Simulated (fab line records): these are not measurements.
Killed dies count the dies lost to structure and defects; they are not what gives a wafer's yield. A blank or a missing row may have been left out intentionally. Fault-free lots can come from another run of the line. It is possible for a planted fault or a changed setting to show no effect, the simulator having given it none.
Chamber matching	flow n5_finfet	3 sister chambers for N5_BEOL_M6_ILD_DEP_00 on pecvd-04
The step deposits SiCOH lowk from DEMS/porogen, target thk 179.75 nm, time 33.4 s. 17 wafers are shown with their chamber, then 8 later ones without.

== WAFERS WITH THEIR CHAMBER ==
wafer	chamber	throttle_valve_pct (%)	showerhead_vpp_V (V)	showerhead_plenum_p_Torr (Torr)
L603.1	1	14.9	1366	5.739
L603.3	2	13.1	1341	5.755
L603.5	1	14.7	1360	5.747
L606.1	0	14.9	1400	5.754
L606.6	2	13.2	1343	5.750
L607.1	1	14.8	1393	5.742
L607.3	2	13.2	1319	5.735
L607.6	0	14.9	1422	5.754
L610.1	0	14.8	1423	5.775
L610.2	1	15.2	1381	5.735
L610.3	2	13.3	1347	5.733
L611.2	1	14.4	1373	5.742
L611.4	1	14.6	1378	5.752
L611.5	2	13.3	1330	5.715
L613.3	1	14.7	1386	5.740
L613.4	1	14.8	1373	5.739
L613.6	2	13.3	1347	5.748

SIGNATURES (averages over the wafers above)
reading	chamber 0	chamber 1	chamber 2	scatter within a chamber
throttle_valve_pct	14.867	14.762	13.233	0.173
showerhead_vpp_V	1415.00	1376.25	1337.83	11.2
showerhead_plenum_p_Torr	5.76100	5.74200	5.73933	0.0106
Rule: a wafer's distance from a chamber is the root of the sum, over the readings, of the square of ((its reading less the chamber's mean) divided by the reading's scatter). The wafer belongs to the nearest chamber; if the next one is less than 2 further off, it can't be placed. How the scatter is found: for the shown wafers, subtract from each reading the mean of its chamber, square and add these, divide the total by (wafers less chambers), then take the root.

== WAFERS MISSING THEIR CHAMBER ==
wafer	throttle_valve_pct (%)	showerhead_vpp_V (V)	showerhead_plenum_p_Torr (Torr)
L621.2	14.6	1353	5.745
L621.4	14.7	1432	5.740
L621.5	15.1	1436	5.773
L620.2	14.9	1442	5.754
L620.6	14.7	1439	5.743
L622.1	12.5	1340	5.727
L622.4	14.9	1461	5.751
L622.6	14.4	1378	5.745

== WHICH CHAMBER EACH WENT THROUGH ==
wafer	from the rows above	in truth
L621.2	1	1
L621.4	0	0
L621.5	0	0
L620.2	0	0
L620.6	0	0
L622.1	2	2
L622.4	0	0
L622.6	1	1
8 of 8 placed correctly. Can't be placed from these rows: 0. Wrongly placed: 0.
